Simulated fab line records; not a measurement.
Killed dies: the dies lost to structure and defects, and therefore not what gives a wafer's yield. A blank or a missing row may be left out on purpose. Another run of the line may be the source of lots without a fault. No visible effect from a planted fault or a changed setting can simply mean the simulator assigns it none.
Matching of chambers	flow n5Finfet	rieDiel-02 running N5_GATE_CUT_STRIP_59: 4 sister chambers
The step strips in N2/H2, time 20 s. 7 wafers are shown with their chamber, then 8 later ones without.

## WAFERS, EACH WITH ITS CHAMBER
wafer	chamber	showerheadPlenumPTorr (Torr)	throttleValvePct (%)
L080.5	2	3.13	12.32
L084.2	2	3.12	12.34
L086.4	3	3.55	11.95
L090.1	1	3.21	11.99
L090.4	0	3.39	12.56
L090.6	1	3.20	12.01
L095.1	0	3.38	12.57

## WAFERS WITH NO CHAMBER GIVEN
wafer	showerheadPlenumPTorr (Torr)	throttleValvePct (%)
L095.3	3.20	12.02
L095.4	3.54	12.00
L096.1	3.11	12.38
L096.2	3.38	12.59
L096.3	3.54	12.00
L096.4	3.20	12.02
L096.5	3.12	12.39
L096.6	3.54	12.00

## WHICH CHAMBER EACH ONE RAN IN
wafer	from the rows above	in truth
L095.3	1	1
L095.4	3	3
L096.1	2	2
L096.2	0	0
L096.3	3	3
L096.4	1	1
L096.5	2	2
L096.6	3	3
Correct placement for 8 of the 8. From these rows, 0 cannot be placed. Placed wrongly: 0.
How it was worked out, from the rows above alone: a wafer's distance from a chamber is the root of the sum, over the readings, of the square of ((its reading less the chamber's mean) divided by the reading's scatter). The wafer belongs to the nearest chamber; if the next one is less than 2 further off, it can't be placed. A chamber's mean is the mean of its shown wafers. The scatter is the square root of a quotient: the sum, over the shown wafers, of each reading's squared deviation from its chamber's mean, divided by wafers minus chambers.
